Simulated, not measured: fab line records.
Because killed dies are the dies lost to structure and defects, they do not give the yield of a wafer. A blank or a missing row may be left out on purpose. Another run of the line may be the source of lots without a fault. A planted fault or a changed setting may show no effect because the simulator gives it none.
Chamber matching :: flow nand-harc :: NHARC_A_BLC_CMP_25 on cmp-02: 4 sister chambers
The step polishes, t overpolish 30 s, target thk 150 nm. 16 wafers are shown with their chamber, then 8 later ones without.

## WAFERS WITH THEIR CHAMBER
wafer: L081.4
chamber: 2
motor-current-A (A): 11.8
time-to-endpoint-s (s): 34.9
retaining-ring-pressure-frac: 0.993

wafer: L081.5
chamber: 3
motor-current-A (A): 10.3
time-to-endpoint-s (s): 26.7
retaining-ring-pressure-frac: 1.004

wafer: L081.6
chamber: 2
motor-current-A (A): 11.5
time-to-endpoint-s (s): 35.0
retaining-ring-pressure-frac: 0.988

wafer: L084.2
chamber: 3
motor-current-A (A): 10.4
time-to-endpoint-s (s): 28.2
retaining-ring-pressure-frac: 0.998

wafer: L084.3
chamber: 1
motor-current-A (A): 13.7
time-to-endpoint-s (s): 31.3
retaining-ring-pressure-frac: 1.004

wafer: L084.4
chamber: 0
motor-current-A (A): 9.2
time-to-endpoint-s (s): 27.7
retaining-ring-pressure-frac: 1.004

wafer: L085.1
chamber: 3
motor-current-A (A): 10.6
time-to-endpoint-s (s): 25.3
retaining-ring-pressure-frac: 1.002

wafer: L085.4
chamber: 0
motor-current-A (A): 9.9
time-to-endpoint-s (s): 30.1
retaining-ring-pressure-frac: 1.009

wafer: L085.5
chamber: 3
motor-current-A (A): 10.3
time-to-endpoint-s (s): 26.4
retaining-ring-pressure-frac: 1.000

wafer: L087.1
chamber: 1
motor-current-A (A): 14.1
time-to-endpoint-s (s): 31.8
retaining-ring-pressure-frac: 1.000

wafer: L087.2
chamber: 3
motor-current-A (A): 10.5
time-to-endpoint-s (s): 24.4
retaining-ring-pressure-frac: 1.002

wafer: L087.3
chamber: 0
motor-current-A (A): 9.7
time-to-endpoint-s (s): 31.6
retaining-ring-pressure-frac: 0.994

wafer: L092.1
chamber: 1
motor-current-A (A): 13.4
time-to-endpoint-s (s): 30.0
retaining-ring-pressure-frac: 1.005

wafer: L092.2
chamber: 0
motor-current-A (A): 10.4
time-to-endpoint-s (s): 28.8
retaining-ring-pressure-frac: 0.997

wafer: L092.4
chamber: 2
motor-current-A (A): 11.8
time-to-endpoint-s (s): 30.8
retaining-ring-pressure-frac: 1.000

wafer: L093.1
chamber: 1
motor-current-A (A): 13.8
time-to-endpoint-s (s): 31.3
retaining-ring-pressure-frac: 0.997

SIGNATURES (averages over the wafers above)
reading: motor-current-A
chamber 0: 9.800
chamber 1: 13.750
chamber 2: 11.700
chamber 3: 10.420
scatter within a chamber: 0.305

reading: time-to-endpoint-s
chamber 0: 29.550
chamber 1: 31.100
chamber 2: 33.567
chamber 3: 26.200
scatter within a chamber: 1.58

reading: retaining-ring-pressure-frac
chamber 0: 1.00100
chamber 1: 1.00150
chamber 2: 0.99367
chamber 3: 1.00120
scatter within a chamber: 0.00477
Rule: for a wafer and a chamber, the distance is found by dividing, reading by reading, the gap between the wafer's reading and the chamber's mean by the reading's scatter, squaring, summing and taking the root. If the next closest chamber is less than 2 further off than the closest, the wafer can't be placed; otherwise it belongs to the closest. How the scatter is found: for the shown wafers, subtract from each reading the mean of its chamber, square and add these, divide the total by (wafers less chambers), then take the root.

## WAFERS WITH NO CHAMBER GIVEN
wafer: L093.3
motor-current-A (A): 10.1
time-to-endpoint-s (s): 29.1
retaining-ring-pressure-frac: 1.005

wafer: L093.5
motor-current-A (A): 12.2
time-to-endpoint-s (s): 33.0
retaining-ring-pressure-frac: 0.999

wafer: L097.1
motor-current-A (A): 9.6
time-to-endpoint-s (s): 30.1
retaining-ring-pressure-frac: 1.003

wafer: L097.5
motor-current-A (A): 11.7
time-to-endpoint-s (s): 32.1
retaining-ring-pressure-frac: 1.001

wafer: L097.6
motor-current-A (A): 10.8
time-to-endpoint-s (s): 26.4
retaining-ring-pressure-frac: 0.987

wafer: L096.1
motor-current-A (A): 9.9
time-to-endpoint-s (s): 25.7
retaining-ring-pressure-frac: 1.001

wafer: L096.2
motor-current-A (A): 13.9
time-to-endpoint-s (s): 30.0
retaining-ring-pressure-frac: 0.997

wafer: L096.3
motor-current-A (A): 9.8
time-to-endpoint-s (s): 29.2
retaining-ring-pressure-frac: 0.997

## THE CHAMBER EACH PASSED THROUGH
wafer: L093.3
from the rows above: can't be placed: 0 or 3
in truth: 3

wafer: L093.5
from the rows above: 2
in truth: 2

wafer: L097.1
from the rows above: 0
in truth: 0

wafer: L097.5
from the rows above: 2
in truth: 2

wafer: L097.6
from the rows above: can't be placed: 3 or 0
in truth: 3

wafer: L096.1
from the rows above: can't be placed: 3 or 0
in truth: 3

wafer: L096.2
from the rows above: 1
in truth: 1

wafer: L096.3
from the rows above: 0
in truth: 0
Correctly placed: 5 of 8. Cannot be placed on the basis of these rows: 3; the candidates contain the true chamber in 3. 0 placed wrongly.
